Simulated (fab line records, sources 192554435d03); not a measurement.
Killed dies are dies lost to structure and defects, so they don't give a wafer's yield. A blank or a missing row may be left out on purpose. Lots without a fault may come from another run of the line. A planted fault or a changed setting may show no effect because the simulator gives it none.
A struck lot beside a sound one | flow n5_finfet | 15 steps out of a route of 1938
Sound: wafers L802.3, L802.4, L802.5. Struck: wafer L808.5. (L808.2, L808.4 of the same lot were not struck and are left out.) The cause comes at the end.
At each step with rows: each side's tool, then ch and its chambers, then its first start. Under that, the readings that differ: sound wafers | struck wafers | difference of the means | sigmas: that difference in standard deviations of wafers without a fault.
alike: readings whose means differ by less than 2 such deviations, and words and numbers that are the same on both sides. not compared: withheld readings, readings that some wafer has no value for, bounds like >300 that may hide the same value, and numbers for which the record gives no deviation and whose values overlap.
The two part at a step that has a row with sigmas, a row that says differs or no value, or rows on one side only. Numbers that don't overlap but have no deviation are shown without sigmas and don't part them. A reading that every wafer of one side lacks parts them only if that side has two wafers or more.

first, 8 steps without rows for these wafers: N5_BEOL_M10_COAT_59 (time 60 s, resist thk 100 nm); N5_BEOL_M10_COAT_60 (time 60 s, resist thk 30 nm); N5_BEOL_M10_COAT_05 (resist thk 90 nm); N5_BEOL_M10_EBR_07; N5_BEOL_M10_SOFTBAKE_06 (time 60 s); N5_BEOL_M10_EXPOSE_08 (exposes mask M10); N5_BEOL_M10_PEB_09 (peb time 60 s); N5_BEOL_M10_DEVELOP_10 (develop time 30 s).
N5_BEOL_M10_CD_MEAS_11: target cd 64.1 nm.
  sound on cd_sem-01 ch 0, day 10 21:52; struck on cd_sem-01 ch 0, day 13 02:14
  alike: cd_nm
N5_BEOL_M10_OVL_MEAS_12:
  sound on overlay-02 ch 0, day 10 21:54; struck on overlay-01 ch 0, day 13 02:16
  alike: M10_OVL
N5_BEOL_M10_INSPECT_13: inspects for defects (brightfield).
  sound on defect_inspect-02, day 10 21:55; struck on defect_inspect-02, day 13 02:17
  alike: raw_defect_count
N5_BEOL_M10_DESCUM_16: chemistry O2, time 7.9 s.
  sound on rie_diel-01 ch 1,3, day 10 21:58; struck on rie_diel-01 ch 3, day 13 02:23
  alike: drypump_motor_current_A, oes_product_au, rf_vpp_V, showerhead_plenum_p_Torr, throttle_valve_pct
  not compared: rf_hours_counter_h
N5_BEOL_M10_ETCH_61: etches SiARC in CF4, target depth 39 nm, time 65 s.
  sound on rie_diel-01 ch 1,3, day 10 21:59; struck on rie_diel-01 ch 3, day 13 02:25
  reading               | sound          | struck | difference | sigmas
  etch_rf_on_time_s (s) | 63.7 64.5 63.6 | 41.1   | -22.8      | -15
  oes_product_au (a.u.) | 0.76 0.75 0.75 | 0.95   | +0.20      | +4
  alike: drypump_motor_current_A, rf_vpp_V, showerhead_plenum_p_Torr, throttle_valve_pct
  not compared: rf_hours_counter_h
N5_BEOL_M10_ETCH_62: etches SOC in N2/H2, target depth 110 nm, overetch 22 nm, time 165 s.
  sound on rie_diel-01 ch 1,3, day 10 22:02; struck on rie_diel-01 ch 3, day 13 02:28
  reading             | sound             | struck | difference | sigmas
  n2_flow_sccm (sccm) | 200.3 199.1 198.8 | 200.7  | +1.3       | +3
  alike: drypump_motor_current_A, h2_flow_sccm, oes_product_au, rf_vpp_V, showerhead_plenum_p_Torr, throttle_valve_pct
  not compared: rf_hours_counter_h
then, 1 step without rows for these wafers: N5_PASSIVATION_PROBE_49.

WHERE THEY PART
First at N5_BEOL_M10_ETCH_61; last, within this record, at N5_BEOL_M10_ETCH_62.

WHY: what the simulator had put in
Process parameter drift: rie_diel-01, from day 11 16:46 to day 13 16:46, at N5_BEOL_M10_ETCH_61. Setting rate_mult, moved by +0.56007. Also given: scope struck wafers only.
